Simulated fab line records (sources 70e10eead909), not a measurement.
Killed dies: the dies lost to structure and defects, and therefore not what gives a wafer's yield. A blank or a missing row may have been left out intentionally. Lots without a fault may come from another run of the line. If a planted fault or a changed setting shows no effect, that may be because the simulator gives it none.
What tool caused it?    flow nand-harc    24 lots, 72 wafers sampled, at 3 steps of a route of 1159

## WHAT EACH GAUGE READ, for each wafer
NHARC_P_M0_CD_MEAS_09: target cd 90 nm. Usual: 89.8 nm for cd-nm, sd 0.81.
lot   measured      on         cd-nm (nm)      flag
L074  day 5 15:32   cd-sem-03  90.1 89.3 89.1  
L075  day 6 03:47   cd-sem-03  88.7 89.3 88.6  
L076  day 6 10:33   cd-sem-02  89.1 89.5 88.9  
L077  day 6 16:13   cd-sem-01  90.1 90.4 90.3  
L078  day 6 19:34   cd-sem-01  89.1 91.3 89.0  
L079  day 7 00:28   cd-sem-02  88.5 89.9 87.9  
L080  day 7 09:44   cd-sem-03  88.7 89.8 89.2  
L082  day 7 19:38   cd-sem-03  89.5 89.4 88.4  
L081  day 7 20:02   cd-sem-03  88.6 89.6 89.8  
L083  day 7 20:56   cd-sem-03  90.5 91.0 90.2  
L085  day 8 07:37   cd-sem-03  89.7 90.2 90.2  
L084  day 8 08:32   cd-sem-01  91.0 88.5 90.4  
L087  day 8 21:41   cd-sem-03  89.5 88.4 90.5  
L086  day 8 22:12   cd-sem-01  90.6 89.9 90.8  
L088  day 9 04:46   cd-sem-03  90.4 90.7 89.0  
L090  day 9 11:28   cd-sem-01  90.1 89.8 89.8  
L089  day 10 01:16  cd-sem-01  89.0 90.3 90.2  
L092  day 10 02:26  cd-sem-02  91.0 91.0 91.3  
L091  day 10 04:28  cd-sem-03  89.9 91.7 90.3  
L093  day 10 13:18  cd-sem-03  89.5 90.4 89.0  
L094  day 10 16:53  cd-sem-02  88.8 90.8 89.0  
L095  day 11 02:17  cd-sem-01  90.5 91.1 89.2  
L096  day 11 07:32  cd-sem-02  88.5 87.8 88.9  
L097  day 11 08:26  cd-sem-02  88.3 88.0 89.3  

## TOOL THAT RAN EACH LOT (tool first, then ch and the chambers of the sampled wafers, then the start)
lot   NHARC_P_CONTACT_ETCH_36                        NHARC_P_CONTACT_PVD_32
L074  rie-diel-04 ch 1,2, day 5 15:32 or earlier     pvd-sputter-01, day 5 15:32 or earlier
L075  rie-diel-01 ch 0,1,2, day 6 03:47 or earlier   pvd-sputter-03, day 6 03:47 or earlier
L076  rie-diel-04 ch 1,2,3, day 6 10:33 or earlier   pvd-sputter-01, day 6 10:33 or earlier
L077  rie-diel-05 ch 0,2,3, day 6 16:13 or earlier   pvd-sputter-01, day 6 16:13 or earlier
L078  rie-diel-04 ch 0,2,3, day 6 19:34 or earlier   pvd-sputter-02, day 6 19:34 or earlier
L079  rie-diel-04 ch 2,3, day 7 00:28 or earlier     pvd-sputter-03, day 7 00:28 or earlier
L080  rie-diel-04 ch 0,1,2, day 7 09:44 or earlier   pvd-sputter-03, day 7 09:44 or earlier
L082  rie-diel-01 ch 1,2,3, day 7 19:38 or earlier   pvd-sputter-01, day 7 19:38 or earlier
L081  rie-diel-05 ch 1,3, day 7 20:02 or earlier     pvd-sputter-03, day 7 20:02 or earlier
L083  rie-diel-01 ch 1,3, day 7 20:56 or earlier     pvd-sputter-03, day 7 20:56 or earlier
L085  rie-diel-04 ch 0,1,3, day 8 07:37 or earlier   pvd-sputter-01, day 8 07:37 or earlier
L084  rie-diel-01 ch 0,1, day 8 08:32 or earlier     pvd-sputter-01, day 8 08:32 or earlier
L087  rie-diel-04 ch 0,1,3, day 8 21:41 or earlier   pvd-sputter-02, day 8 21:41 or earlier
L086  rie-diel-01 ch 0,1,2, day 8 22:12 or earlier   pvd-sputter-03, day 8 22:12 or earlier
L088  rie-diel-01 ch 0,1,2, day 9 04:46 or earlier   pvd-sputter-01, day 9 04:46 or earlier
L090  rie-diel-04 ch 1,2,3, day 9 11:28 or earlier   pvd-sputter-03, day 9 11:28 or earlier
L089  rie-diel-04 ch 0,2,3, day 10 01:16 or earlier  pvd-sputter-01, day 10 01:16 or earlier
L092  rie-diel-04 ch 0,1,2, day 10 02:26 or earlier  pvd-sputter-02, day 10 02:26 or earlier
L091  rie-diel-04 ch 1,2,3, day 10 04:28 or earlier  pvd-sputter-03, day 10 04:28 or earlier
L093  rie-diel-04 ch 0,1, day 10 13:18 or earlier    pvd-sputter-03, day 10 13:18 or earlier
L094  rie-diel-04 ch 0,1,2, day 10 16:53 or earlier  pvd-sputter-01, day 10 16:53 or earlier
L095  rie-diel-01 ch 0,1,2, day 11 02:17 or earlier  pvd-sputter-01, day 11 02:17 or earlier
L096  rie-diel-04 ch 0,1,2, day 11 07:32 or earlier  pvd-sputter-01, day 11 07:32 or earlier
L097  rie-diel-01 ch 1,2, day 11 08:26 or earlier    pvd-sputter-03, day 11 08:26 or earlier
- NHARC_P_CONTACT_ETCH_36: etches the open film in N2/H2, target depth 260 nm, time 406.25 s.
- NHARC_P_CONTACT_PVD_32: deposits Ti, target thk 5 nm, time 17.7 s.

## AS READ BY THE TOOLS THEMSELVES (means over the sampled wafers that have a number; for cases with no such wafer, the mark the record gives instead)
NHARC_P_CONTACT_ETCH_36. Usual: drypump-motor-current-A 5.6 A, standard deviation 0.35; oes-product-au 0.995 a.u., standard deviation 0.011; rf-vpp-V 431.9 V, standard deviation 2.1; showerhead-plenum-p-Torr 2.09 Torr, standard deviation 0.065; throttle-valve-pct 14.172 %, standard deviation 0.0091.
lot   tool         drypump-motor-current-A (A)  oes-product-au (a.u.)  rf-vpp-V (V)  showerhead-plenum-p-Torr (Torr)  throttle-valve-pct (%)  flag
L074  rie-diel-04  5.6                          0.995                  432.2         2.08                             14.185                  
L075  rie-diel-01  5.5                          0.999                  432.3         2.09                             14.171                  
L076  rie-diel-04  5.6                          0.993                  431.9         2.08                             14.172                  
L077  rie-diel-05  5.7                          0.994                  429.5         1.99                             14.174                  
L078  rie-diel-04  5.8                          0.998                  432.7         2.12                             14.180                  
L079  rie-diel-04  5.7                          0.990                  431.7         2.08                             14.171                  
L080  rie-diel-04  5.8                          0.998                  432.0         2.12                             14.166                  
L082  rie-diel-01  5.3                          0.993                  430.3         2.04                             14.176                  
L081  rie-diel-05  6.0                          0.999                  431.0         2.04                             14.171                  
L083  rie-diel-01  5.2                          0.986                  429.1         2.01                             14.177                  
L085  rie-diel-04  5.9                          0.990                  432.8         2.12                             14.173                  
L084  rie-diel-01  5.6                          0.997                  431.7         2.11                             14.170                  
L087  rie-diel-04  5.9                          0.996                  433.1         2.12                             14.174                  
L086  rie-diel-01  5.5                          0.995                  432.1         2.09                             14.179                  
L088  rie-diel-01  5.5                          0.993                  432.1         2.09                             14.176                  
L090  rie-diel-04  5.6                          0.993                  431.5         2.08                             14.171                  
L089  rie-diel-04  5.8                          0.993                  433.1         2.12                             14.169                  
L092  rie-diel-04  5.8                          0.997                  433.0         2.12                             14.177                  
L091  rie-diel-04  5.6                          0.980                  431.2         2.08                             14.171                  
L093  rie-diel-04  5.9                          0.996                  432.9         2.12                             14.171                  
L094  rie-diel-04  5.7                          0.995                  432.6         2.12                             14.161                  
L095  rie-diel-01  5.5                          1.008                  431.1         2.09                             14.170                  
L096  rie-diel-04  5.8                          0.993                  432.3         2.12                             14.167                  
L097  rie-diel-01  5.6                          1.010                  432.0         2.08                             14.172                  

NHARC_P_CONTACT_PVD_32. Usual: 30.1 % for throttle-valve-pct, sd 0.7.
lot   tool            throttle-valve-pct (%)  flag
L074  pvd-sputter-01  30.3                    
L075  pvd-sputter-03  29.4                    
L076  pvd-sputter-01  30.1                    
L077  pvd-sputter-01  30.0                    
L078  pvd-sputter-02  30.2                    
L079  pvd-sputter-03  29.7                    
L080  pvd-sputter-03  29.7                    
L082  pvd-sputter-01  30.0                    
L081  pvd-sputter-03  29.2                    
L083  pvd-sputter-03  30.1                    
L085  pvd-sputter-01  30.2                    
L084  pvd-sputter-01  30.5                    
L087  pvd-sputter-02  30.2                    
L086  pvd-sputter-03  30.1                    
L088  pvd-sputter-01  30.0                    
L090  pvd-sputter-03  30.4                    
L089  pvd-sputter-01  30.5                    
L092  pvd-sputter-02  29.9                    
L091  pvd-sputter-03  29.6                    
L093  pvd-sputter-03  28.9                    
L094  pvd-sputter-01  30.4                    
L095  pvd-sputter-01  30.0                    
L096  pvd-sputter-01  30.5                    
L097  pvd-sputter-03  29.8                    

## THE ANSWER, worked out from the rows above alone
Rule: a lot counts as off when the mean over its wafers that have a number is more than 3 standard deviations away from the usual mean. Also off: a lot with no number at a reading for which 4 or more lots have one. The other lots that the step has rows for count as sound. Order of review: gauges by route order, followed by the tools' own readings, for which a lot's mean as printed above is used. The first step at which some lot is off is used, and at that step the reading that is off furthest; a lot without a number counts as furthest.
No lot is off on any of the readings shown, so nothing can be concluded from this.

## WHAT THE SIMULATOR HAD INSERTED
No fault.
